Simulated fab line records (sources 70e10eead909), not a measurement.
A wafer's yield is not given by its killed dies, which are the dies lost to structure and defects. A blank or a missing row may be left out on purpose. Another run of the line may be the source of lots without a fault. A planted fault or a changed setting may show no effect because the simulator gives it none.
What tool caused it?    flow nand-harc    12 lots, 36 wafers sampled, at 6 steps of a route of 1302

== WHAT THE GAUGES SHOWED, per wafer ==
NHARC_P_M2_CD_MEAS_09: the cd target is 170 nm. Usual: cd-nm 169.7 nm, standard deviation 0.64.
lot   measured      on         cd-nm (nm)         flag
L957  day 6 23:02   cd-sem-03  168.8 169.6 169.7  
L956  day 7 00:02   cd-sem-03  170.0 169.6 170.3  
L959  day 8 00:34   cd-sem-01  170.2 170.8 170.5  
L964  day 10 03:43  cd-sem-02  170.2 170.8 170.3  
L963  day 10 04:11  cd-sem-03  169.9 154.1 168.4  OFF
L966  day 11 03:41  cd-sem-01  154.7 170.3 169.6  OFF
L967  day 11 09:18  cd-sem-02  170.2 170.3 169.7  
L972  day 13 18:00  cd-sem-03  169.4 169.5 169.3  
L973  day 13 21:56  cd-sem-03  169.8 169.6 170.1  
L974  day 14 11:18  cd-sem-02  170.0 168.8 170.2  
L975  day 14 16:19  cd-sem-01  167.9 168.4 168.7  
L977  day 15 12:46  cd-sem-01  169.3 171.0 169.4  

NHARC_P_M2_INSPECT_11. Usual: raw-defect-count 4.3, standard deviation 2.4.
lot   measured      on                 raw-defect-count  flag
L957  day 6 23:10   defect-inspect-02  3 3 6             
L956  day 7 00:09   defect-inspect-02  4 4 2             
L959  day 8 00:41   defect-inspect-01  4 3 6             
L964  day 10 03:50  defect-inspect-01  8 3 5             
L963  day 10 04:19  defect-inspect-01  2 4 3             
L966  day 11 03:49  defect-inspect-01  6 6 3             
L967  day 11 09:26  defect-inspect-02  4 4 3             
L972  day 13 18:07  defect-inspect-02  9 7 7             
L973  day 13 22:04  defect-inspect-02  3 4 9             
L974  day 14 11:26  defect-inspect-01  2 6 3             
L975  day 14 16:26  defect-inspect-02  5 3 5             
L977  day 15 12:53  defect-inspect-01  0 4 3             

NHARC_END_SORT_01. Usual: defect-limited-yield is 91.3 % with standard deviation 2.2, killed-at-array is 55 with standard deviation 15, killed-at-other is 1.0 with standard deviation 1.2, killed-at-periphery is 3.4 with standard deviation 2.2, killed-dies is 59 with standard deviation 15, killed-open is 3.2 with standard deviation 2, and killed-short is 2.5 with standard deviation 1.7.
lot   measured      on         defect-limited-yield (%)  killed-at-array  killed-at-other  killed-at-periphery  killed-dies  killed-open  killed-short  flag
L963  day 28 09:40  prober-01  88.9                      69               0                6                    75           4            3             
L966  day 29 06:23  prober-02  86.6                      81               0                10                   91           1            3             
L967  day 30 00:13  prober-01  91.9 89.5 90.7            54 66 60         1 0 2            0 5 1                55 71 63     4 4 4        0 6 1         

== EACH LOT AND THE TOOL THAT RAN IT (in order: tool; ch and the chambers of the sampled wafers; start) ==
lot   NHARC_P_M1_ETCH_15                             NHARC_P_M2_PEB_07                  NHARC_P_M2_STRIP_18
L957  rie-diel-02 ch 0,1,2, day 6 22:57 or earlier   litho-track-04 ch 0, day 6 22:57   rie-diel-10 ch 1,2,3, day 6 23:38
L956  rie-diel-11 ch 0,1,3, day 6 23:57 or earlier   litho-track-01 ch 0, day 6 23:57   rie-diel-10 ch 1,3, day 7 00:37
L959  rie-diel-02 ch 0,1,2, day 8 00:29 or earlier   litho-track-04 ch 0, day 8 00:29   rie-diel-10 ch 0,2,3, day 8 01:11
L964  rie-diel-11 ch 0,1,2, day 10 03:38 or earlier  litho-track-04 ch 0, day 10 03:38  rie-diel-10 ch 0,2,3, day 10 04:16
L963  rie-diel-11 ch 0,1,3, day 10 04:06 or earlier  litho-track-04 ch 0, day 10 04:06  rie-diel-09 ch 0,2,3, day 10 04:49
L966  rie-diel-02 ch 0,1,3, day 11 03:37 or earlier  litho-track-04 ch 0, day 11 03:37  rie-diel-09 ch 0,2,3, day 11 04:19
L967  rie-diel-02 ch 0,2,3, day 11 09:13 or earlier  litho-track-06 ch 0, day 11 09:13  rie-diel-08 ch 0,1,3, day 11 09:52
L972  rie-diel-11 ch 2,3, day 13 17:55 or earlier    litho-track-01 ch 0, day 13 17:55  rie-diel-10 ch 1,2, day 13 18:34
L973  rie-diel-11 ch 2,3, day 13 21:51 or earlier    litho-track-04 ch 0, day 13 21:51  rie-diel-10 ch 0,1,2, day 13 22:31
L974  rie-diel-02 ch 0,2,3, day 14 11:13 or earlier  litho-track-06 ch 0, day 14 11:13  rie-diel-10 ch 1,3, day 14 11:52
L975  rie-diel-02 ch 1,2,3, day 14 16:14 or earlier  litho-track-01 ch 0, day 14 16:14  rie-diel-10 ch 0,2,3, day 14 16:53
L977  rie-diel-11 ch 2,3, day 15 12:41 or earlier    litho-track-01 ch 0, day 15 12:41  rie-diel-08 ch 0,3, day 15 13:20
- NHARC_P_M1_ETCH_15: etches the open film in C4F8/Ar, target depth 182.5 nm, time 91.2 s.
- NHARC_P_M2_PEB_07: peb time 65 s.
- NHARC_P_M2_STRIP_18: strips in N2/H2.

== WHAT THE TOOLS THEMSELVES READ (means of the sampled wafers that have a number; where no wafer has one, the mark that the record gives instead) ==
NHARC_P_M1_ETCH_15. Usual: oes-product-au 0.950 a.u., standard deviation 0.021; rf-vpp-V 441 V, standard deviation 3.1.
lot   tool         oes-product-au (a.u.)  rf-vpp-V (V)  flag
L957  rie-diel-02  0.962                  443           
L956  rie-diel-11  0.968                  441           
L959  rie-diel-02  0.977                  442           
L964  rie-diel-11  0.925                  440           
L963  rie-diel-11  0.928                  440           
L966  rie-diel-02  0.983                  440           
L967  rie-diel-02  0.950                  441           
L972  rie-diel-11  0.957                  443           
L973  rie-diel-11  0.959                  444           
L974  rie-diel-02  0.964                  441           
L975  rie-diel-02  0.921                  441           
L977  rie-diel-11  0.964                  444           

NHARC_P_M2_PEB_07. Usual: heater-power-total-W 156.7 W, standard deviation 0.39.
lot   tool            heater-power-total-W (W)  flag
L957  litho-track-04  156.7                     
L956  litho-track-01  156.5                     
L959  litho-track-04  157.0                     
L964  litho-track-04  156.8                     
L963  litho-track-04  170.2                     OFF
L966  litho-track-04  170.0                     OFF
L967  litho-track-06  156.6                     
L972  litho-track-01  156.8                     
L973  litho-track-04  156.9                     
L974  litho-track-06  156.8                     
L975  litho-track-01  156.6                     
L977  litho-track-01  156.9                     

NHARC_P_M2_STRIP_18. Usual: drypump-motor-current-A 5.5 A, standard deviation 0.55; oes-product-au 1.003 a.u., standard deviation 0.0095; rf-vpp-V 90.9 V, standard deviation 1; showerhead-plenum-p-Torr 2.07 Torr, standard deviation 0.098; throttle-valve-pct 14.171 %, standard deviation 0.0085.
lot   tool         drypump-motor-current-A (A)  oes-product-au (a.u.)  rf-vpp-V (V)  showerhead-plenum-p-Torr (Torr)  throttle-valve-pct (%)  flag
L957  rie-diel-10  5.2                          0.998                  91.3          2.10                             14.168                  
L956  rie-diel-10  5.2                          0.996                  92.0          2.10                             14.176                  
L959  rie-diel-10  5.6                          0.991                  91.3          2.13                             14.174                  
L964  rie-diel-10  5.6                          1.004                  92.1          2.13                             14.176                  
L963  rie-diel-09  5.3                          1.004                  91.7          2.07                             14.168                  
L966  rie-diel-09  5.3                          1.007                  90.9          2.07                             14.178                  
L967  rie-diel-08  5.5                          0.995                  90.6          2.04                             14.164                  
L972  rie-diel-10  5.1                          1.004                  91.0          2.10                             14.165                  
L973  rie-diel-10  5.7                          1.005                  90.8          2.04                             14.163                  
L974  rie-diel-10  5.3                          1.000                  91.0          2.10                             14.174                  
L975  rie-diel-10  5.6                          1.009                  89.8          2.13                             14.175                  
L977  rie-diel-08  5.2                          1.005                  89.3          2.01                             14.165                  

== THE ANSWER, worked out from the rows above alone ==
Rule: a lot counts as off when the mean over its wafers that have a number is more than 3 standard deviations away from the usual mean. Also off: a lot with no number at a reading for which 4 or more lots have one. All remaining lots with rows at the step are treated as sound. First the gauges in route order, then the tools' own readings, where a lot's mean is used as printed above. At the first step where some lot is off, the reading lying furthest off is the one used; lots without a number count as furthest.
Off, at NHARC_P_M2_CD_MEAS_09 on cd-nm: L963, L966.
If a tool, at a process step before that reading, ran all the lots that are off and no sound lot after the first of them, it fits. Not tried: the gauges at NHARC_P_M2_CD_MEAS_09; whatever is off there is also off at NHARC_P_M2_PEB_07, on other tools, and gauge error can't account for it. With no start given for some of its lots, NHARC_P_M1_ETCH_15 uses the hours and lot order of NHARC_P_M2_PEB_07. No candidate that was tried fits.

== WHAT THE SIMULATOR PUT IN ==
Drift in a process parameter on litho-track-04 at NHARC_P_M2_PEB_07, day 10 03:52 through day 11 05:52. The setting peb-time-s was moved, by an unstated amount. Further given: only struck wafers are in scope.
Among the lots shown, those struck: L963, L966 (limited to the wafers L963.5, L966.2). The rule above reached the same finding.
